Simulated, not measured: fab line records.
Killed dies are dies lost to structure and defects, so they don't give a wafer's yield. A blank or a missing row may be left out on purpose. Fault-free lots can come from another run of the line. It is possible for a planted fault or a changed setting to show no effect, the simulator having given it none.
fab line records | flow nand_harc
record: lots: 12 | wafers: 36 | last_day: 33
route steps=1302 shown P_STI@89 P_GATE@138 END@1302
lots that met no fault: taken from a fault-free run of the same line
start_h: start of the lot's first displayed wafer, in hours after the record's first day | wait_h: hours from the lot's prior step to this one | " unchanged from the row above | L1.1+2: one row covering several wafers at once | - no value, or no start was given | * or withheld: withheld | < > ~ a bound
route shown NAME@n: names a module that has steps shown in the file, with the first one's number in the route | usual: mean and standard deviation over wafers with no fault | same: alike in all rows | chamber/n: place in a boat | sites: per-site readings | _std_site: standard deviation of those values | _edge_site: outer sites' mean less inner sites' | radius_mm: for every site, how far away it sits from the centre of the wafer | mask NAME#n: copy n | behind: tool/chamber where the wafer was last shaped | hold: cause of the lot's hold/its duration in hours/its outcome | device: whichever transistor did not switch (one of n, p or np) | end of line: the route-end tests of the same wafers | for a step that has no rows: nothing shown but its recipe | killed: not the wafer's yield, but the dies lost to structure and defects at the first sort | map: a wafer's dies, x killed, . not, _ none there
set.NAME: the setting that was run; set.NAME@STEP: the one run at that earlier step | model.NAME: the simulator's own value behind a step, which no gauge read
steps of the route over a sample of lots; a table a step, a row a wafer
services: when a tool's chamber went out of use (start_h, in hours from the record's first day, below 0 if earlier), for how many hours, and the reason
== steps ==
step: NHARC_P_STI_ETCH_31
recipe: target_depth_a: 1089 | time_s: 54.5 | cf4_flow_sccm: 100 | chf3_flow_sccm: 30 | ar_flow_sccm: 0 | rf_w: 500 | bias_w: 200 | chemistry: CF4/CHF3
usual: chf3_flow_sccm: 30.00/0.093 | drypump_motor_current_A: 5.6/0.5 | oes_product_au: 0.960/0.019 | rf_vpp_V: 370.0/2.7 | showerhead_plenum_p_Torr: 1.56/0.08 | throttle_valve_pct: 16.802/0.0089
lot.wafer | tool        | chamber | start_h | wait_h | chf3_flow_sccm | drypump_motor_current_A | oes_product_au | rf_hours_counter_h | rf_vpp_V | showerhead_plenum_p_Torr | throttle_valve_pct
L205.1    | rie_diel-09 | 1       | -       | -      | 29.98          | 4.7                     | 0.976          | 5.6                | 367.0    | 1.47                     | 16.808
L205.6    | "           | 3       | "       | "      | 30.24          | 5.0                     | 0.967          | -                  | 367.8    | 1.48                     | 16.809
L205.5    | "           | 0       | "       | "      | 30.08          | 5.7                     | 0.975          | -                  | 373.0    | 1.65                     | 16.799
L207.1    | rie_diel-12 | 0       | -       | -      | 30.20          | 5.6                     | 0.961          | 5.5                | 366.3    | 1.48                     | 16.802
L207.4    | "           | 2       | "       | "      | 29.87          | 6.0                     | 0.929          | 7.0                | 371.9    | 1.62                     | 16.798
L207.6    | "           | 0       | "       | "      | 30.07          | 5.6                     | 0.960          | -                  | 367.7    | 1.48                     | 16.811
L208.3    | rie_diel-13 | 1       | -       | -      | 30.02          | 6.5                     | 0.992          | 6.4                | 366.7    | 1.50                     | 16.801
L208.1    | "           | 0       | "       | "      | 30.16          | 5.8                     | 0.962          | 6.5                | 367.5    | 1.49                     | 16.800
L208.6    | "           | 1       | "       | "      | 29.89          | 6.5                     | 0.990          | -                  | 369.0    | 1.50                     | 16.813
L209.3    | rie_diel-13 | 0       | -       | -      | 29.96          | 5.8                     | 0.962          | 7.5                | 367.5    | 1.49                     | 16.807
L209.1    | "           | 2       | "       | "      | 29.94          | 5.3                     | 1.001          | 7.9                | 370.4    | 1.59                     | 16.803
L209.5    | "           | 0       | "       | "      | 29.94          | 5.8                     | 0.956          | -                  | 367.4    | 1.49                     | 16.811
L212.2    | rie_diel-09 | 2       | -       | -      | 30.09          | 6.3                     | 0.945          | 9.4                | 373.1    | 1.65                     | 16.794
L212.4    | "           | 0       | "       | "      | 30.05          | 5.7                     | 0.945          | 8.4                | 372.4    | 1.65                     | 16.817
L212.5    | "           | 3       | "       | "      | 30.04          | 5.0                     | 0.945          | -                  | 369.0    | 1.48                     | 16.806
L213.2    | rie_diel-13 | 1       | -       | -      | 30.04          | 6.5                     | 0.973          | 10.1               | 368.6    | 1.50                     | 16.807
L213.1    | "           | 2       | "       | "      | 30.02          | 5.3                     | 0.977          | 10.5               | 371.5    | 1.59                     | 16.796
L213.4    | "           | 0       | "       | "      | 30.01          | 5.8                     | 0.949          | 10.4               | 366.4    | 1.49                     | 16.800
L214.2    | rie_diel-12 | 2       | -       | -      | 30.08          | 6.0                     | 0.977          | 2.6                | 371.5    | 1.62                     | 16.803
L214.6    | "           | 3       | "       | "      | 29.99          | 6.0                     | 0.957          | -                  | 368.0    | 1.50                     | 16.804
L214.5    | "           | 0       | "       | "      | 29.91          | 5.6                     | 0.945          | -                  | 366.9    | 1.48                     | 16.798
L216.2    | rie_diel-12 | 2       | -       | -      | 29.91          | 6.0                     | 0.978          | 3.8                | 372.7    | 1.62                     | 16.813
L216.5    | "           | 2       | "       | "      | 29.99          | 6.0                     | 0.966          | -                  | 372.6    | 1.62                     | 16.789
L216.6    | "           | 0       | "       | "      | 29.85          | 5.6                     | 0.956          | -                  | 368.3    | 1.48                     | 16.801
L217.1    | rie_diel-09 | 1       | -       | -      | 29.97          | 4.7                     | 0.955          | 1.5                | 367.8    | 1.47                     | 16.809
L217.5    | "           | 1       | "       | "      | 30.02          | 4.7                     | 0.958          | -                  | 366.4    | 1.47                     | 16.793
L217.6    | "           | 0       | "       | "      | 29.98          | 5.7                     | 0.943          | -                  | 372.3    | 1.65                     | 16.807
L223.2    | rie_diel-09 | 3       | -       | -      | 30.06          | 5.0                     | 0.959          | 4.5                | 366.9    | 1.48                     | 16.789
L223.5    | "           | 2       | "       | "      | 30.07          | 6.3                     | 0.962          | -                  | 374.4    | 1.65                     | 16.799
L223.6    | "           | 3       | "       | "      | 29.97          | 5.0                     | 0.961          | -                  | 368.0    | 1.48                     | 16.814
L224.2    | rie_diel-13 | 0       | -       | -      | 29.93          | 5.8                     | 0.984          | 3.9                | 366.9    | 1.48                     | 16.789
L224.4    | "           | 2       | "       | "      | 30.04          | 5.3                     | 0.960          | 6.9                | 371.7    | 1.58                     | 16.797
L224.5    | "           | 3       | "       | "      | 29.93          | 5.4                     | 0.955          | -                  | 370.3    | 1.62                     | 16.789
L226.1    | rie_diel-12 | 3       | -       | -      | 29.97          | 6.1                     | 0.969          | 7.0                | 366.3    | 1.49                     | 16.819
L226.2    | "           | 0       | "       | "      | 29.91          | 5.6                     | 0.962          | 6.3                | 368.0    | 1.48                     | 16.794
L226.3    | "           | 1       | "       | "      | 29.94          | 5.2                     | 0.949          | 7.7                | 375.1    | 1.68                     | 16.797
step: NHARC_P_STI_CD_MEAS_16
usual: cd_nm: 198.7/2.4
lot.wafer | tool      | chamber | start_h | wait_h | cd_nm
L205.1    | cd_sem-02 | -       | 53.50   | -      | 200.1
L205.5    | "         | -       | "       | "      | 197.4
L205.6    | "         | -       | "       | "      | 199.8
L207.1    | cd_sem-02 | -       | 72.99   | -      | 197.8
L207.4    | "         | -       | "       | "      | 196.7
L207.6    | "         | -       | "       | "      | 199.7
L208.1    | cd_sem-02 | -       | 86.09   | -      | 197.6
L208.3    | "         | -       | "       | "      | 197.9
L208.6    | "         | -       | "       | "      | 194.7
L209.1    | cd_sem-02 | -       | 94.11   | -      | 200.5
L209.3    | "         | -       | "       | "      | 195.8
L209.5    | "         | -       | "       | "      | 199.9
L212.2    | cd_sem-01 | -       | 125.29  | -      | 200.6
L212.4    | "         | -       | "       | "      | 199.7
L212.5    | "         | -       | "       | "      | 196.7
L213.1    | cd_sem-03 | -       | 132.74  | -      | 199.2
L213.2    | "         | -       | "       | "      | 202.8
L213.4    | "         | -       | "       | "      | 202.5
L214.2    | cd_sem-03 | -       | 144.39  | -      | 203.9
L214.5    | "         | -       | "       | "      | 197.6
L214.6    | "         | -       | "       | "      | 197.9
L216.2    | cd_sem-01 | -       | 162.97  | -      | 194.3
L216.5    | "         | -       | "       | "      | 197.5
L216.6    | "         | -       | "       | "      | 199.5
L217.1    | cd_sem-03 | -       | 174.17  | -      | 197.1
L217.5    | "         | -       | "       | "      | 196.5
L217.6    | "         | -       | "       | "      | 193.8
L223.2    | cd_sem-03 | -       | 234.35  | -      | 199.1
L223.5    | "         | -       | "       | "      | 198.2
L223.6    | "         | -       | "       | "      | 198.4
L224.2    | cd_sem-03 | -       | 244.67  | -      | 200.7
L224.4    | "         | -       | "       | "      | 199.0
L224.5    | "         | -       | "       | "      | 201.3
L226.1    | cd_sem-03 | -       | 264.84  | -      | 200.1
L226.2    | "         | -       | "       | "      | 200.0
L226.3    | "         | -       | "       | "      | 195.0
step: NHARC_P_GATE_EXPOSE_23
recipe: na: 1.35 | target_cd_nm: 120 | dose_mj: 93.91 | mask_id: P_GATE
usual: exposure_dose_mJ_cm2: 93.89/0.095
lot.wafer | tool            | chamber | start_h | wait_h | mask     | exposure_dose_mJ_cm2
L205.1    | arfi_scanner-03 | 0       | 108.31  | -      | P_GATE#0 | 93.77
L205.5    | "               | 0       | "       | "      | P_GATE#0 | 93.88
L205.6    | "               | 0       | "       | "      | P_GATE#0 | 93.67
L207.1    | arfi_scanner-02 | 0       | 121.77  | -      | P_GATE#0 | 93.93
L207.4    | "               | 0       | "       | "      | P_GATE#0 | 94.08
L207.6    | "               | 0       | "       | "      | P_GATE#0 | 94.05
L208.1    | arfi_scanner-02 | 0       | 139.79  | -      | P_GATE#0 | 93.89
L208.3    | "               | 0       | "       | "      | P_GATE#0 | 93.84
L208.6    | "               | 0       | "       | "      | P_GATE#0 | 93.86
L209.1    | arfi_scanner-01 | 0       | 144.15  | -      | P_GATE#0 | 93.95
L209.3    | "               | 0       | "       | "      | P_GATE#0 | 93.97
L209.5    | "               | 0       | "       | "      | P_GATE#0 | 93.90
L212.2    | arfi_scanner-02 | 0       | 176.55  | -      | P_GATE#0 | 93.89
L212.4    | "               | 0       | "       | "      | P_GATE#0 | 93.92
L212.5    | "               | 0       | "       | "      | P_GATE#0 | 93.78
L213.1    | arfi_scanner-02 | 0       | 182.98  | -      | P_GATE#0 | 93.93
L213.2    | "               | 0       | "       | "      | P_GATE#0 | 93.95
L213.4    | "               | 0       | "       | "      | P_GATE#0 | 93.86
L214.2    | arfi_scanner-03 | 0       | 202.58  | -      | P_GATE#0 | 93.87
L214.5    | "               | 0       | "       | "      | P_GATE#0 | 93.92
L214.6    | "               | 0       | "       | "      | P_GATE#0 | 93.89
L216.2    | arfi_scanner-01 | 0       | 218.56  | -      | P_GATE#0 | 93.94
L216.5    | "               | 0       | "       | "      | P_GATE#0 | 94.03
L216.6    | "               | 0       | "       | "      | P_GATE#0 | 93.92
L217.1    | arfi_scanner-02 | 0       | 228.12  | -      | P_GATE#0 | 93.85
L217.5    | "               | 0       | "       | "      | P_GATE#0 | 93.83
L217.6    | "               | 0       | "       | "      | P_GATE#0 | 93.90
L223.2    | arfi_scanner-01 | 0       | 290.58  | -      | P_GATE#0 | 90.84
L223.5    | "               | 0       | "       | "      | P_GATE#0 | 90.77
L223.6    | "               | 0       | "       | "      | P_GATE#0 | 90.78
L224.2    | arfi_scanner-01 | 0       | 296.74  | -      | P_GATE#0 | 90.64
L224.4    | "               | 0       | "       | "      | P_GATE#0 | 90.70
L224.5    | "               | 0       | "       | "      | P_GATE#0 | 90.82
L226.1    | arfi_scanner-03 | 0       | 317.22  | -      | P_GATE#0 | 94.00
L226.2    | "               | 0       | "       | "      | P_GATE#0 | 93.87
L226.3    | "               | 0       | "       | "      | P_GATE#0 | 93.85
step: NHARC_P_GATE_ALD_36
recipe: target_thk_a: 200 | pulse_time_s: 60 | ald_cycles: 223 | temp_c: 400 | material: SiNx
usual: heater_power_w: 807/86 | precursor_pulse_height_rel: 1.000/0.018 | susceptor_temp_C: 400.00/0.21
lot.wafer | tool       | chamber | start_h | wait_h | heater_power_w | precursor_pulse_height_rel | susceptor_temp_C
L205.1    | ald_sin-01 | 1       | 109.88  | -      | 853            | 0.992                      | 399.94
L205.6    | "          | 1       | 114.13  | -      | 836            | 0.983                      | 399.86
L205.5    | "          | 2       | 115.20  | -      | 841            | 0.951                      | 400.21
L207.4    | ald_sin-01 | 3       | 124.43  | -      | 662            | 1.017                      | 400.08
L207.1    | "          | 1       | 126.57  | -      | 854            | 0.988                      | 399.92
L207.6    | "          | 3       | 128.72  | -      | 665            | 0.990                      | 400.51
L208.1    | ald_sin-02 | 2       | 141.37  | -      | 831            | 1.006                      | 400.16
L208.3    | "          | 3       | 142.42  | -      | 908            | 1.004                      | 400.09
L208.6    | "          | 2       | 145.55  | -      | 807            | 0.969                      | 399.60
L209.1    | ald_sin-04 | 1       | 146.86  | -      | 805            | 0.992                      | 399.69
L209.3    | "          | 3       | 148.98  | -      | 653            | 0.966                      | 399.87
L209.5    | "          | 0       | 150.04  | -      | 825            | 0.999                      | 399.94
L212.2    | ald_sin-04 | 3       | 178.12  | -      | 675            | 0.980                      | 400.39
L212.4    | "          | 2       | 181.32  | -      | 883            | 0.983                      | 399.77
L212.5    | "          | 3       | 182.39  | -      | 661            | 0.990                      | 400.00
L213.2    | ald_sin-01 | 3       | 184.62  | -      | 683            | 1.026                      | 400.13
L213.1    | "          | 0       | 185.67  | -      | 808            | 0.988                      | 399.95
L213.4    | "          | 2       | 187.77  | -      | 838            | 1.005                      | 400.06
L214.2    | ald_sin-02 | 2       | 204.16  | -      | 818            | 1.003                      | 399.89
L214.5    | "          | 2       | 208.42  | -      | 804            | 0.971                      | 399.93
L214.6    | "          | 3       | 209.49  | -      | 887            | 0.982                      | 399.91
L216.2    | ald_sin-02 | 3       | 221.20  | -      | 902            | 0.995                      | 400.26
L216.5    | "          | 2       | 224.40  | -      | 839            | 1.007                      | 399.96
L216.6    | "          | 3       | 225.46  | -      | 903            | 0.985                      | 399.89
L217.1    | ald_sin-01 | 2       | 232.91  | -      | 877            | 0.985                      | 400.76
L217.6    | "          | 3       | 233.98  | -      | 683            | 0.975                      | 400.12
L217.5    | "          | 0       | 235.05  | -      | 759            | 1.019                      | 400.08
L223.2    | ald_sin-04 | 2       | 292.16  | -      | 909            | 1.014                      | 399.97
L223.6    | "          | 2       | 296.40  | -      | 890            | 1.033                      | 399.69
L223.5    | "          | 3       | 297.81  | -      | 630            | 1.026                      | 400.04
L224.2    | ald_sin-01 | 0       | 300.52  | -      | 753            | 1.005                      | 399.98
L224.4    | "          | 1       | 301.58  | -      | 796            | 0.994                      | 400.03
L224.5    | "          | 3       | 303.71  | -      | 675            | 0.993                      | 399.75
L226.3    | ald_sin-02 | 2       | 318.89  | -      | 785            | 1.014                      | 400.03
L226.1    | "          | 0       | 321.00  | -      | 848            | 0.991                      | 400.21
L226.2    | "          | 1       | 322.06  | -      | 926            | 0.984                      | 399.79
step: NHARC_END_SORT_01
recipe: temp_c: 25
usual: killed_at_array: 52/18 | killed_at_other: 0.6/0.83 | killed_at_periphery: 4.3/2.8 | killed_dies: 57/19 | killed_open: 3.4/2 | killed_short: 2.5/1.7
same: gross_dies: 677
lot.wafer | tool      | chamber | start_h | wait_h | killed_at_array | killed_at_other | killed_at_periphery | killed_dies | killed_open | killed_short
L212.2    | prober-02 | 0       | 646.41  | 2.8    | 66              | 1               | 1                   | 68          | 4           | 2
L212.4    | prober-02 | 0       | 647.98  | 3.4    | 55              | 1               | 3                   | 59          | 6           | 4
L212.5    | prober-02 | 0       | 648.76  | 3.6    | 66              | 2               | 1                   | 69          | 4           | 2
killed by level:class
L212.2 A_CHANNEL_HOLE_D2:chamber_film_flake=32 A_SLIT:chamber_film_flake=18 A_CONTACT:chamber_film_flake=7 A_CHANNEL_HOLE_D1:chamber_film_flake=3 A_CHANNEL_HOLE_D2:geometric_particle:open=2 P_GATE:geometric_particle:open=1 A_ONON_D1:geometric_particle:short=1 A_SGD_CUT:geometric_particle:open=1
L212.4 A_CHANNEL_HOLE_D2:chamber_film_flake=29 A_SLIT:chamber_film_flake=14 A_CONTACT:chamber_film_flake=5 P_CONTACT:geometric_particle:open=2 A_ONON_D2:geometric_particle:open=2 P_M0:geometric_particle:short=1 A_ONON_D1:geometric_particle:short=1 A_STAIRCASE:geometric_particle:short=1
L212.5 A_CHANNEL_HOLE_D2:chamber_film_flake=38 A_SLIT:chamber_film_flake=15 A_CONTACT:chamber_film_flake=4 A_CHANNEL_HOLE_D1:chamber_film_flake=3 A_ONON_D1:geometric_particle:open=2 THIN_TSV:chamber_film_flake=2 P_GATE:geometric_particle:open=1 A_CHANNEL_FILL_D1:geometric_particle:open=1
== services ==
tool            | chamber | start_h | hours | kind
rie_diel-13     | -       | 32.74   | 0.6   | repair
ald_sin-01      | -       | 36.45   | 10.0  | pm
rie_diel-09     | 0       | 39.62   | 5.9   | repair
rie_diel-12     | 3       | 43.34   | 11.5  | repair
ald_sin-02      | -       | 55.66   | 2.5   | repair
arfi_scanner-01 | -       | 80.00   | 4.0   | pm
rie_diel-12     | -       | 91.40   | 9.0   | pm
rie_diel-09     | 1       | 101.11  | 5.7   | repair
rie_diel-12     | 0       | 102.85  | 5.5   | repair
ald_sin-02      | 2       | 109.31  | 1.7   | repair
rie_diel-09     | 0       | 110.95  | 7.0   | repair
ald_sin-02      | -       | 118.00  | 10.0  | pm
arfi_scanner-02 | -       | 126.69  | 0.4   | repair
rie_diel-13     | -       | 127.62  | 0.3   | repair
rie_diel-12     | 3       | 131.25  | 1.4   | repair
ald_sin-02      | -       | 132.65  | 0.7   | repair
arfi_scanner-02 | -       | 140.00  | 4.0   | pm
rie_diel-09     | -       | 143.10  | 9.0   | pm
arfi_scanner-02 | -       | 165.96  | 2.4   | repair
arfi_scanner-02 | -       | 189.61  | 10.5  | repair
arfi_scanner-02 | -       | 201.79  | 1.1   | repair
ald_sin-01      | -       | 214.45  | 10.0  | pm
ald_sin-01      | 3       | 257.07  | 2.3   | repair
arfi_scanner-02 | -       | 312.00  | 4.0   | pm
== key ==
first_sign: step: NHARC_P_GATE_EXPOSE_23 | reading: exposure_dose_mJ_cm2 | direction: down | sigmas: 33 | usual: 93.89 | struck: 90.76
effect none on later readings
met_at NHARC_P_GATE_EXPOSE_23
struck_lots L223,L224
tester_left_out L223,L224
not_acting_at NHARC_P_STI_ETCH_31,NHARC_P_STI_CD_MEAS_16,NHARC_P_GATE_ALD_36
onset_between 218.56 290.58
fault: kind: process_parameter_drift | tool: arfi_scanner-01 | chamber: - | onset_h: 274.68 | steps: NHARC_P_GATE_EXPOSE_23 | channel: dose_mj | offset: -3.1634 | shape: step | acts_in: these_recipes_only | stated: 93.91
tester_left_out: of these lots the tester's yield and bins aren't shown, on N5 and GAA mostly nor the transistor test; their killed dies are dies lost to structure and defects alone, not to doping, threshold or leakage, so they don't give the yield
